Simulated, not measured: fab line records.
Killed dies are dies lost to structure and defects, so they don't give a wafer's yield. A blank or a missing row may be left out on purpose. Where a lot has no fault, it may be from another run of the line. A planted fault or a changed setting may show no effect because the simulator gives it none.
fab line records    flow n5-finfet    part 1 of 2: steps 1 to 3 of 6
record: lots: 19  wafers: 57  last-day: 22
route steps=1938 shown FIN_SAQP@98 FIN_CUT@166 STI_FIN_REVEAL@183
lots untouched by any fault: they come from a run of this same line in which no faults occurred
start-h: hours from the record's first day to the start of the lot's first wafer shown    wait-h: hours elapsed since this lot's preceding step    " same as the row above    L1.1+2: one row covering several wafers at once    - no value, or no start given    * or withheld: withheld    < > ~ a bound
route shown NAME@n: names a module that has steps shown in the file, with the first one's number in the route    usual: mean/standard deviation taken from wafers without a fault    same: alike in all rows    chamber/n: place in a boat    sites: each site's reading    _std_site: the standard deviation of these    _edge_site: inner sites' mean taken away from outer sites' mean    radius-mm: for every site, how far away it sits from the centre of the wafer    mask NAME#n: copy n    behind: the last tool/chamber to shape the wafer    hold: cause of the lot's hold/its duration in hours/its outcome    device: which transistor (n, p or np) failed to switch    end of line: the route-end tests of the same wafers    where a step has no rows: the recipe by itself    killed: the dies lost at the first sort to structure and to defects; this is not the yield of the wafer    map: shows each die of a wafer: x if killed, . if not, _ if none is there
set.NAME: the setting the step ran with; set.NAME@STEP: the setting that earlier step ran with    model.NAME: the simulator's own value behind a step, which no gauge read
one table for each step of the route and one row for each wafer, over a sample of lots
services: when a tool's chamber went out of use (start-h, in hours from the record's first day, below 0 if earlier), for how many hours, and the reason
== steps ==
step: N5_FIN_SAQP_PECVD_47
recipe: material: a-Si  target-thk-a: 450  temp-c: 400  precursor: SiH4/He  pressure-torr: 3  rf-w: 100  time-s: 36.3
usual: heater-power-w: 797/63  rf-fwd-power-W: 98.9/0.39  showerhead-plenum-p-Torr: 5.65/0.046  showerhead-vpp-V: 618/22  throttle-valve-pct: 18.3/0.65
lot.wafer  tool      chamber  start-h  wait-h  heater-power-w  rf-fwd-power-W  showerhead-plenum-p-Torr  showerhead-vpp-V  throttle-valve-pct
L074.1     pecvd-04  1        21.79    0.0     768             99.2            5.72                      591               17.7
L074.3     "         0        "        "       764             98.9            5.59                      609               18.5
L074.5     "         2        "        "       737             99.1            5.64                      609               17.5
L075.2     pecvd-01  1        27.30    0.0     798             98.7            5.73                      589               18.3
L075.4     "         0        "        "       719             99.3            5.65                      632               18.9
L075.5     "         0        "        "       750             99.4            5.65                      640               18.8
L076.4     pecvd-03  0        33.26    0.1     810             98.6            5.65                      653               18.4
L076.5     "         2        "        "       765             99.1            5.64                      642               18.6
L076.6     "         1        "        "       879             98.8            5.56                      638               18.5
L077.1     pecvd-03  1        39.87    0.0     736             99.3            5.57                      625               18.9
L077.4     "         1        "        "       759             98.9            5.58                      629               18.7
L077.6     "         2        "        "       866             98.1            5.66                      654               18.9
L080.3     pecvd-03  1        57.48    0.0     806             99.1            5.56                      638               18.8
L080.4     "         0        "        "       892             98.5            5.67                      650               18.3
L080.5     "         2        "        "       869             99.1            5.66                      641               18.8
L081.1     pecvd-04  0        63.05    0.0     862             98.8            5.58                      611               18.8
L081.2     "         2        "        "       768             98.8            5.64                      613               17.6
L081.4     "         2        "        "       778             99.0            5.63                      604               17.6
L082.1     pecvd-03  1        70.06    0.0     819             98.8            5.56                      627               18.7
L082.3     "         2        "        "       788             98.7            5.66                      640               18.9
L082.6     "         2        "        "       775             98.8            5.65                      647               18.9
L083.2     pecvd-01  2        75.78    0.0     854             99.4            5.67                      586               16.6
L083.3     "         1        "        "       808             98.3            5.71                      598               18.1
L083.4     "         0        "        "       830             98.9            5.64                      634               19.2
L084.4     pecvd-04  2        81.73    0.1     700             99.2            5.63                      620               17.8
L084.5     "         0        "        "       751             98.8            5.59                      611               18.7
L084.6     "         1        "        "       671             99.3            5.71                      601               17.5
L085.1     pecvd-04  0        87.93    0.0     790             99.1            5.62                      603               18.7
L085.2     "         2        "        "       699             99.3            5.62                      606               17.5
L085.6     "         1        "        "       712             99.2            5.71                      590               17.7
L086.3     pecvd-04  1        95.63    0.0     752             98.4            5.72                      594               17.4
L086.5     "         1        "        "       722             98.7            5.70                      593               17.9
L086.6     "         2        "        "       675             99.3            5.62                      611               17.7
L087.2     pecvd-03  1        101.30   0.0     849             99.2            5.58                      632               18.9
L087.4     "         0        "        "       794             98.7            5.66                      645               18.6
L087.6     "         2        "        "       879             98.1            5.64                      646               18.9
L088.2     pecvd-03  0        106.07   0.0     819             98.7            5.68                      648               18.2
L088.5     "         0        "        "       796             98.5            5.65                      640               18.4
L088.6     "         1        "        "       872             98.7            5.59                      625               18.7
L090.3     pecvd-03  2        117.68   0.0     795             98.7            5.64                      643               18.8
L090.5     "         1        "        "       743             98.3            5.58                      634               18.4
L090.6     "         2        "        "       822             99.0            5.65                      652               19.0
L092.1     pecvd-04  1        129.76   0.0     764             99.0            5.71                      589               17.5
L092.2     "         2        "        "       741             99.0            5.63                      610               18.0
L092.5     "         2        "        "       727             98.8            5.63                      613               18.0
L093.1     pecvd-01  2        135.27   0.0     808             99.3            5.67                      596               16.8
L093.4     "         1        "        "       779             98.7            5.72                      596               18.1
L093.5     "         2        "        "       800             99.1            5.68                      593               16.5
L094.1     pecvd-03  2        141.39   0.1     754             99.0            5.65                      639               18.9
L094.5     "         0        "        "       802             98.5            5.67                      644               18.1
L094.6     "         2        "        "       748             99.1            5.64                      639               18.8
L096.3     pecvd-03  0        153.67   0.0     890             98.4            5.67                      657               18.6
L096.4     "         0        "        "       898             97.9            5.66                      641               18.7
L096.6     "         1        "        "       749             98.9            5.57                      626               18.5
L097.3     pecvd-04  2        160.07   0.1     738             99.4            5.62                      602               18.1
L097.4     "         1        "        "       781             98.7            5.71                      598               17.8
L097.5     "         1        "        "       758             98.6            5.70                      592               17.9
step: N5_FIN_SAQP_STRIP_70
recipe: chemistry: N2/H2  power-w: 500  temp-c: 40  pressure-mtorr: 50  rf-frequency-hz: 6e+07  overash-fraction: 0.3  bias-power-w: 28  h2-frac: 0.5  n2-flow-sccm: 300  h2-flow-sccm: 300
usual: drypump-motor-current-A: 5.7/0.39  oes-product-au: 0.76/0.073  rf-fwd-power-W: 494.8/2.1  rf-vpp-V: 122.0/1.1  showerhead-plenum-p-Torr: 3.36/0.13  throttle-valve-pct: 19.07/0.28
lot.wafer  tool         chamber  start-h  wait-h  drypump-motor-current-A  oes-product-au  rf-fwd-power-W  rf-hours-counter-h  rf-vpp-V  showerhead-plenum-p-Torr  throttle-valve-pct
L074.1     rie-diel-05  3        25.55    0.0     6.6                      0.75            496.8           133                 121.8     3.50                      18.86
L074.3     "            0        "        "       6.3                      0.71            492.6           219                 123.0     3.47                      19.49
L074.5     "            3        "        "       6.6                      0.75            493.8           -                   122.2     3.50                      18.86
L075.2     rie-diel-05  3        30.99    0.0     6.5                      0.74            495.8           136                 121.9     3.50                      18.86
L075.4     "            1        "        "       5.4                      0.70            496.2           205                 121.5     3.21                      19.49
L075.5     "            1        "        "       5.5                      0.70            497.1           -                   120.2     3.21                      19.50
L076.4     rie-diel-04  2        36.84    0.0     5.2                      0.73            494.4           156                 123.6     3.34                      18.62
L076.5     "            1        "        "       5.6                      0.70            494.8           -                   120.3     3.31                      19.38
L076.6     "            0        "        "       6.1                      0.71            494.3           -                   121.2     3.21                      19.08
L077.1     rie-diel-04  1        44.62    0.0     5.6                      0.70            494.3           246                 123.9     3.31                      19.41
L077.4     "            0        "        "       6.1                      0.71            495.3           208                 121.5     3.21                      19.08
L077.6     "            0        "        "       6.1                      0.71            493.9           -                   121.6     3.21                      19.09
L080.3     rie-diel-05  0        60.93    0.0     6.3                      0.70            492.2           230                 123.1     3.46                      19.52
L080.4     "            1        "        "       5.4                      0.69            496.8           214                 120.7     3.21                      19.52
L080.5     "            1        "        "       5.4                      0.69            496.7           -                   120.6     3.21                      19.52
L081.1     rie-diel-02  0        66.83    0.0     5.6                      0.73            497.8           157                 122.0     3.23                      18.63
L081.2     "            2        "        "       5.7                      0.85            494.6           59                  122.2     3.55                      19.23
L081.4     "            1        "        "       5.8                      0.76            495.2           128                 122.7     3.51                      18.84
L082.1     rie-diel-04  3        74.00    0.0     5.1                      0.72            495.7           199                 121.6     3.46                      19.55
L082.3     "            2        "        "       5.2                      0.73            495.6           171                 123.1     3.33                      18.63
L082.6     "            1        "        "       5.5                      1.01            491.4           -                   121.6     3.30                      18.97
L083.2     rie-diel-04  2        81.44    0.0     5.2                      0.73            492.8           173                 121.9     3.33                      18.66
L083.3     "            0        "        "       6.1                      0.70            496.1           222                 121.3     3.20                      19.09
L083.4     "            2        "        "       5.2                      0.72            495.4           -                   122.7     3.33                      18.65
L084.4     rie-diel-02  0        85.57    0.0     5.6                      0.74            496.2           162                 122.2     3.22                      18.63
L084.5     "            3        "        "       5.6                      0.80            495.2           -                   123.0     3.24                      19.03
L084.6     "            2        "        "       5.7                      0.84            493.8           -                   121.1     3.55                      19.22
L085.1     rie-diel-02  0        91.72    0.0     5.6                      0.74            496.8           164                 121.6     3.22                      18.65
L085.2     "            2        "        "       5.7                      0.84            494.2           66                  123.1     3.55                      19.22
L085.6     "            1        "        "       5.8                      0.77            495.4           -                   122.2     3.50                      18.85
L086.3     rie-diel-02  2        100.01   0.0     5.7                      0.84            495.2           69                  122.2     3.55                      19.23
L086.5     "            3        "        "       5.6                      0.80            493.9           -                   121.9     3.24                      19.06
L086.6     "            2        "        "       5.7                      0.84            493.8           -                   123.5     3.55                      19.23
L087.2     rie-diel-04  2        104.94   0.0     5.2                      0.72            496.5           183                 121.0     3.33                      18.66
L087.4     "            3        "        "       5.1                      0.72            495.0           207                 122.4     3.46                      19.57
L087.6     "            0        "        "       6.1                      0.69            493.6           -                   119.4     3.19                      19.13
L088.2     rie-diel-04  0        109.90   0.0     6.1                      0.69            493.1           234                 119.5     3.19                      19.14
L088.5     "            3        "        "       5.1                      0.72            499.5           -                   124.3     3.46                      19.59
L088.6     "            0        "        "       6.1                      0.68            494.3           -                   120.3     3.19                      19.15
L090.3     rie-diel-05  3        121.14   0.0     6.6                      0.71            496.6           167                 121.5     3.48                      18.91
L090.5     "            1        "        "       5.4                      0.68            499.0           -                   122.0     3.20                      19.54
L090.6     "            2        "        "       5.8                      0.70            488.9           -                   123.2     3.46                      19.06
L092.1     rie-diel-02  1        133.62   0.0     5.8                      0.74            493.5           150                 120.7     3.49                      18.88
L092.2     "            3        "        "       5.6                      0.79            495.3           128                 123.0     3.24                      19.07
L092.5     "            3        "        "       5.6                      0.79            492.7           -                   121.4     3.24                      19.06
L093.1     rie-diel-04  0        138.76   0.0     6.1                      0.68            494.7           244                 120.0     3.19                      19.14
L093.4     "            3        "        "       5.1                      0.71            494.0           219                 123.3     3.45                      19.60
L093.5     "            2        "        "       5.2                      0.71            496.5           -                   122.7     3.32                      18.69
L094.1     rie-diel-02  0        145.90   0.0     5.6                      0.72            498.0           183                 121.3     3.21                      18.67
L094.5     "            2        "        "       5.7                      0.81            496.6           -                   123.1     3.54                      19.24
L094.6     "            3        "        "       5.6                      0.78            493.7           -                   121.3     3.23                      19.07
L096.3     rie-diel-02  1        157.45   0.0     5.8                      0.74            497.4           159                 123.3     3.49                      18.88
L096.4     "            0        "        "       5.6                      0.72            496.5           185                 121.0     3.21                      18.67
L096.6     "            3        "        "       5.6                      0.78            494.9           -                   120.8     3.23                      19.09
L097.3     rie-diel-02  2        164.01   0.0     5.7                      0.82            495.3           92                  122.0     3.54                      19.29
L097.4     "            0        "        "       5.6                      0.72            498.1           187                 122.8     3.21                      18.68
L097.5     "            1        "        "       5.8                      0.75            492.4           -                   122.6     3.49                      18.89
step: N5_FIN_SAQP_HM_OPEN_33
recipe: chemistry: CH3F/O2  target: SiNx  mask-material: SiO2  target-depth-a: 494  time-s: 70.6  pressure-mtorr: 30  source-w: 395  bias-w: 73  Ar_flow_sccm: 150  CH3F_flow_sccm: 30  O2_flow_sccm: 20  ion-energy-ev: 120  ends: cleared
usual: bias-w: 73.02/0.22  drypump-motor-current-A: 5.7/0.44  etch-rf-on-time-s: 69.7/1  oes-product-au: 0.64/0.06  rf-fwd-power-W: 390.8/1.5  rf-vpp-V: 298/3.3  showerhead-plenum-p-Torr: 2.01/0.076  throttle-valve-pct: 16.44/0.14
lot.wafer  tool         chamber  start-h  wait-h  bias-w  drypump-motor-current-A  etch-rf-on-time-s  oes-product-au  rf-fwd-power-W  rf-hours-counter-h  rf-vpp-V  showerhead-plenum-p-Torr  throttle-valve-pct
L074.1     rie-diel-05  1        26.35    0.1     73.21   5.4                      70.1               0.60            390.1           204                 293       1.91                      16.43
L074.3     "            3        "        "       72.76   6.7                      71.1               0.64            393.0           133                 298       2.09                      16.37
L074.5     "            0        "        "       72.95   6.3                      70.3               0.61            390.4           -                   307       2.05                      16.59
L075.2     rie-diel-04  3        31.85    0.0     72.72   5.1                      70.5               0.63            392.2           182                 299       2.07                      16.42
L075.4     "            2        "        "       73.15   5.1                      71.9               0.64            391.9           155                 295       2.00                      16.39
L075.5     "            3        "        "       72.84   5.1                      71.5               0.62            392.0           -                   298       2.07                      16.43
L076.4     rie-diel-05  3        37.61    0.0     73.04   6.6                      70.2               0.64            391.3           138                 296       2.09                      16.37
L076.5     "            3        "        "       73.32   6.6                      69.2               0.64            393.3           -                   298       2.09                      16.39
L076.6     "            0        "        "       73.00   6.3                      69.8               0.60            389.4           -                   305       2.05                      16.58
L077.1     rie-diel-04  2        45.49    0.1     73.02   5.1                      68.8               0.63            393.1           159                 296       2.00                      16.39
L077.4     "            1        "        "       72.94   5.5                      70.6               0.60            389.3           246                 298       1.96                      16.82
L077.6     "            0        "        "       72.61   6.1                      69.8               0.62            389.8           -                   294       1.90                      16.46
L080.3     rie-diel-02  0        61.91    0.1     73.39   5.6                      67.8               0.64            391.0           155                 297       1.92                      16.27
L080.4     "            3        "        "       72.88   5.6                      70.3               0.69            390.2           105                 296       1.93                      16.41
L080.5     "            0        "        "       73.14   5.6                      69.1               0.63            393.8           -                   299       1.92                      16.26
L081.1     rie-diel-02  3        67.94    0.1     72.70   5.6                      71.8               0.69            390.7           107                 297       1.93                      16.43
L081.2     "            0        "        "       73.16   5.6                      70.2               0.63            393.1           157                 299       1.92                      16.28
L081.4     "            1        "        "       73.01   5.7                      70.4               0.66            389.4           129                 299       2.09                      16.28
L082.1     rie-diel-05  1        74.77    0.0     73.29   5.4                      70.3               0.59            391.2           219                 292       1.90                      16.45
L082.3     "            3        "        "       72.97   6.6                      70.4               0.63            391.8           150                 297       2.08                      16.40
L082.6     "            0        "        "       73.28   6.3                      70.6               0.60            388.0           -                   305       2.05                      16.61
L083.2     rie-diel-05  1        82.22    0.0     73.22   5.4                      70.2               0.58            391.6           222                 292       1.90                      16.45
L083.3     "            0        "        "       73.14   6.3                      69.6               0.60            389.8           238                 304       2.05                      16.61
L083.4     "            2        "        "       73.05   5.8                      69.2               0.62            387.5           189                 295       2.07                      16.70
L084.4     rie-diel-04  1        86.41    0.1     72.72   5.5                      70.7               0.83            389.8           -                   297       1.96                      16.34
L084.5     "            2        "        "       73.16   5.2                      69.9               0.63            391.5           -                   295       1.99                      16.43
L084.6     "            0        "        "       73.27   6.1                      70.8               0.60            390.0           -                   297       1.89                      16.49
L085.1     rie-diel-02  2        94.10    0.0     73.17   5.7                      68.3               0.72            389.1           67                  300       2.11                      16.32
L085.2     "            1        "        "       72.94   5.8                      68.7               0.65            388.6           136                 296       2.09                      16.29
L085.6     "            3        "        "       72.75   5.6                      69.8               0.67            390.6           -                   296       1.93                      16.45
L086.3     rie-diel-02  2        101.61   0.1     72.69   5.7                      66.9               0.71            388.0           69                  302       2.11                      16.33
L086.5     "            1        "        "       73.22   5.8                      70.2               0.65            391.9           -                   297       2.09                      16.30
L086.6     "            0        "        "       72.88   5.6                      70.0               0.63            391.5           -                   298       1.92                      16.30
L087.2     rie-diel-02  2        106.29   0.0     73.19   5.7                      67.9               0.70            390.4           71                  303       2.11                      16.34
L087.4     "            1        "        "       72.98   5.8                      70.1               0.65            390.6           140                 296       2.09                      16.31
L087.6     "            1        "        "       72.98   5.8                      70.9               0.64            390.3           -                   297       2.09                      16.28
L088.2     rie-diel-05  3        110.68   0.0     73.15   6.6                      68.3               0.62            391.0           163                 297       2.08                      16.44
L088.5     "            0        "        "       72.91   6.3                      69.7               0.60            389.8           -                   305       2.05                      16.65
L088.6     "            3        "        "       73.41   6.6                      69.3               0.62            391.8           -                   297       2.08                      16.44
L090.3     rie-diel-04  2        121.91   0.0     73.03   5.2                      68.7               0.61            391.5           189                 296       1.99                      16.46
L090.5     "            1        "        "       72.72   5.6                      68.7               0.80            389.0           -                   298       1.96                      16.40
L090.6     "            0        "        "       72.92   6.1                      70.1               0.59            388.7           -                   296       1.89                      16.55
L092.1     rie-diel-04  1        134.46   0.0     73.07   5.6                      69.1               0.79            391.3           24                  297       1.95                      16.38
L092.2     "            2        "        "       73.25   5.1                      67.8               0.62            392.5           194                 295       1.99                      16.46
L092.5     "            3        "        "       73.12   5.1                      69.9               0.61            390.9           -                   299       2.05                      16.49
L093.1     rie-diel-04  0        139.55   0.1     73.24   6.1                      69.2               0.59            390.4           244                 294       1.88                      16.53
L093.4     "            2        "        "       72.84   5.2                      68.8               0.62            391.0           196                 294       1.99                      16.47
L093.5     "            0        "        "       73.53   6.1                      69.8               0.59            390.9           -                   296       1.88                      16.56
L094.1     rie-diel-05  3        146.67   0.0     73.10   6.7                      70.6               0.61            390.4           179                 297       2.07                      16.46
L094.5     "            1        "        "       72.81   5.4                      70.2               0.57            393.8           -                   291       1.89                      16.50
L094.6     "            0        "        "       73.05   6.3                      69.6               0.82            388.6           -                   304       2.04                      16.16
L096.3     rie-diel-05  0        158.43   0.2     73.26   6.3                      68.7               0.80            387.6           8                   304       2.04                      16.19
L096.4     "            2        "        "       72.94   5.8                      70.5               0.59            389.5           -                   295       2.06                      16.75
L096.6     "            3        "        "       73.07   6.6                      70.1               0.61            391.5           -                   296       2.07                      16.51
L097.3     rie-diel-04  3        164.79   0.0     72.85   5.1                      68.9               0.60            390.9           228                 298       2.05                      16.52
L097.4     "            1        "        "       72.94   5.5                      69.6               0.78            387.8           -                   297       1.95                      16.39
L097.5     "            2        "        "       73.13   5.2                      70.2               0.60            390.8           -                   295       1.98                      16.48
